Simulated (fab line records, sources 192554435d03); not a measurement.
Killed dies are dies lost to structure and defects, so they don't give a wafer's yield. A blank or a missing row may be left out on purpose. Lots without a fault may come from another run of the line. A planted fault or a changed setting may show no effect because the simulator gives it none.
Chamber matching | flow n5_finfet | N5_BEOL_M0_CUTY_DESCUM_61 on rie_diel-06: 4 sister chambers
The step chemistry O2, time 7.9 s. 4 wafers are shown with their chamber, then 8 later ones without.

WAFERS WITH THEIR CHAMBER
wafer  | chamber | showerhead_plenum_p_Torr (Torr)
L076.5 | 0       | 2.16
L087.1 | 3       | 2.04
L087.3 | 1       | 2.13
L087.4 | 2       | 2.03

WAFERS WITHOUT THEIR CHAMBER
wafer  | showerhead_plenum_p_Torr (Torr)
L087.5 | 2.13
L087.6 | 2.03
L088.1 | 2.03
L088.2 | 2.03
L088.4 | 2.03
L092.1 | 2.15
L092.2 | 2.03
L092.5 | 2.15

WHICH CHAMBER EACH WENT THROUGH
wafer  | from the rows above     | in truth
L087.5 | 1                       | 1
L087.6 | 2                       | 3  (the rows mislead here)
L088.1 | 2                       | 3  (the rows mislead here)
L088.2 | 2                       | 2
L088.4 | 2                       | 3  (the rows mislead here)
L092.1 | can't be placed: 0 or 1 | 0
L092.2 | 2                       | 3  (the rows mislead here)
L092.5 | can't be placed: 0 or 1 | 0
Placed correctly: 2 of 8. Can't be placed from these rows: 2 (the true chamber is among the candidates in 2). Placed wrongly: 4.
How it was worked out, from the rows above alone: a wafer's distance from a chamber is the root of the sum, over the readings, of the square of ((its reading less the chamber's mean) divided by the reading's scatter). The wafer belongs to the nearest chamber; if the next one is less than 2 further off, it can't be placed. A chamber's mean is the mean of its shown wafers. The scatter: with one shown wafer a chamber, the root of the mean of the squares of how far each hidden wafer lies from its nearest shown one.
